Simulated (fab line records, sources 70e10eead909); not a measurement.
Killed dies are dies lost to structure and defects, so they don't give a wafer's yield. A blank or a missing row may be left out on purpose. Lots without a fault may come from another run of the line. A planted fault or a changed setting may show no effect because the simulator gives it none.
Chamber matching | flow nand_harc | NHARC_P_CONTACT_DEP_30 on pecvd-02: 3 sister chambers
The step deposits SiNx, target thk 30 nm. 6 wafers are shown with their chamber, then 7 later ones without.

WAFERS WITH THEIR CHAMBER
wafer  | chamber | heater_power_outer_w (W) | heater_power_w (W)
L085.5 | 0       | 528                      | 780
L086.2 | 2       | 494                      | 774
L086.3 | 1       | 462                      | 812
L086.5 | 1       | 470                      | 807
L090.1 | 2       | 523                      | 810
L090.3 | 0       | 479                      | 763

WAFERS WITHOUT THEIR CHAMBER
wafer  | heater_power_outer_w (W) | heater_power_w (W)
L090.5 | 491                      | 756
L094.1 | 409                      | 706
L094.3 | 430                      | 668
L094.5 | 425                      | 656
L095.3 | 432                      | 701
L095.5 | 430                      | 681
L095.6 | 432                      | 764

WHICH CHAMBER EACH WENT THROUGH
wafer  | from the rows above          | in truth
L090.5 | can't be placed: 0 or 2      | 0
L094.1 | can't be placed: 0 or 2 or 1 | 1
L094.3 | can't be placed: 0 or 2 or 1 | 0
L094.5 | can't be placed: 0 or 2 or 1 | 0
L095.3 | can't be placed: 0 or 2 or 1 | 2
L095.5 | can't be placed: 0 or 2 or 1 | 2
L095.6 | can't be placed: 0 or 1 or 2 | 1
Placed correctly: 0 of 7. Can't be placed from these rows: 7 (the true chamber is among the candidates in 7). Placed wrongly: 0.
How it was worked out, from the rows above alone: a wafer's distance from a chamber is the root of the sum, over the readings, of the square of ((its reading less the chamber's mean) divided by the reading's scatter). The wafer belongs to the nearest chamber; if the next one is less than 2 further off, it can't be placed. A chamber's mean is the mean of its shown wafers. The scatter: the root of (the sum of the squares of (reading less its chamber's mean) over the shown wafers, divided by (wafers less chambers)).
